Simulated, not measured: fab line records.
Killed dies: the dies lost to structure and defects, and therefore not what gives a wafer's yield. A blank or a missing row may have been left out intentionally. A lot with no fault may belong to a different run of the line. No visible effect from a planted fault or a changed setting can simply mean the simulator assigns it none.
Matching of chambers :: flow n5Finfet :: N5_SD_EPI_N_ETCH_16 on rieDiel-06: 4 sister chambers
The step etches SiO2 in CHF3/O2, target depth 5 nm. 14 wafers are shown with their chamber, then 7 later ones without.

EACH WAFER AND ITS CHAMBER
wafer: L074.2
chamber: 3
drypumpMotorCurrentA (A): 5.3
rfVppV (V): 516
showerheadPlenumPTorr (Torr): 2.38

wafer: L074.3
chamber: 0
drypumpMotorCurrentA (A): 5.5
rfVppV (V): 497
showerheadPlenumPTorr (Torr): 2.29

wafer: L074.5
chamber: 2
drypumpMotorCurrentA (A): 5.6
rfVppV (V): 524
showerheadPlenumPTorr (Torr): 2.45

wafer: L078.3
chamber: 3
drypumpMotorCurrentA (A): 5.3
rfVppV (V): 519
showerheadPlenumPTorr (Torr): 2.38

wafer: L078.5
chamber: 1
drypumpMotorCurrentA (A): 4.9
rfVppV (V): 534
showerheadPlenumPTorr (Torr): 2.44

wafer: L078.6
chamber: 2
drypumpMotorCurrentA (A): 5.5
rfVppV (V): 522
showerheadPlenumPTorr (Torr): 2.44

wafer: L079.2
chamber: 2
drypumpMotorCurrentA (A): 5.5
rfVppV (V): 524
showerheadPlenumPTorr (Torr): 2.44

wafer: L079.5
chamber: 1
drypumpMotorCurrentA (A): 4.9
rfVppV (V): 535
showerheadPlenumPTorr (Torr): 2.44

wafer: L079.6
chamber: 0
drypumpMotorCurrentA (A): 5.5
rfVppV (V): 496
showerheadPlenumPTorr (Torr): 2.28

wafer: L083.2
chamber: 0
drypumpMotorCurrentA (A): 5.5
rfVppV (V): 497
showerheadPlenumPTorr (Torr): 2.28

wafer: L083.5
chamber: 3
drypumpMotorCurrentA (A): 5.3
rfVppV (V): 519
showerheadPlenumPTorr (Torr): 2.37

wafer: L083.6
chamber: 2
drypumpMotorCurrentA (A): 5.5
rfVppV (V): 523
showerheadPlenumPTorr (Torr): 2.44

wafer: L086.1
chamber: 2
drypumpMotorCurrentA (A): 5.5
rfVppV (V): 522
showerheadPlenumPTorr (Torr): 2.43

wafer: L086.5
chamber: 1
drypumpMotorCurrentA (A): 4.9
rfVppV (V): 535
showerheadPlenumPTorr (Torr): 2.44

SIGNATURES, as means of the wafers listed above
reading: drypumpMotorCurrentA
chamber 0: 5.500
chamber 1: 4.900
chamber 2: 5.520
chamber 3: 5.300
scatter within a chamber: 0.0283

reading: rfVppV
chamber 0: 496.67
chamber 1: 534.67
chamber 2: 523.00
chamber 3: 518.00
scatter within a chamber: 1.06

reading: showerheadPlenumPTorr
chamber 0: 2.2833
chamber 1: 2.4400
chamber 2: 2.4400
chamber 3: 2.3767
scatter within a chamber: 0.00577
Rule: a wafer lies at a distance from a chamber equal to the root of the sum of squares, over the readings, of (its reading less the chamber's mean, divided by the reading's scatter). If the next closest chamber is less than 2 further off than the closest, the wafer can't be placed; otherwise it belongs to the closest. The scatter is the square root of a quotient: the sum, over the shown wafers, of each reading's squared deviation from its chamber's mean, divided by wafers minus chambers.

WAFERS WITH NO CHAMBER GIVEN
wafer: L086.6
drypumpMotorCurrentA (A): 5.5
rfVppV (V): 497
showerheadPlenumPTorr (Torr): 2.28

wafer: L090.1
drypumpMotorCurrentA (A): 5.5
rfVppV (V): 521
showerheadPlenumPTorr (Torr): 2.43

wafer: L090.3
drypumpMotorCurrentA (A): 4.9
rfVppV (V): 534
showerheadPlenumPTorr (Torr): 2.43

wafer: L090.4
drypumpMotorCurrentA (A): 5.5
rfVppV (V): 522
showerheadPlenumPTorr (Torr): 2.43

wafer: L093.1
drypumpMotorCurrentA (A): 4.9
rfVppV (V): 533
showerheadPlenumPTorr (Torr): 2.43

wafer: L093.4
drypumpMotorCurrentA (A): 5.5
rfVppV (V): 506
showerheadPlenumPTorr (Torr): 2.56

wafer: L093.5
drypumpMotorCurrentA (A): 4.9
rfVppV (V): 533
showerheadPlenumPTorr (Torr): 2.43

EACH ONE'S CHAMBER
wafer: L086.6
from the rows above: 0
in truth: 0

wafer: L090.1
from the rows above: 2
in truth: 2

wafer: L090.3
from the rows above: 1
in truth: 1

wafer: L090.4
from the rows above: 2
in truth: 2

wafer: L093.1
from the rows above: 1
in truth: 1

wafer: L093.4
from the rows above: 2
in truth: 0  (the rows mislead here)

wafer: L093.5
from the rows above: 1
in truth: 1
Correctly placed: 6 of 7. Left unplaced by these rows: 0. Number placed wrongly: 1.
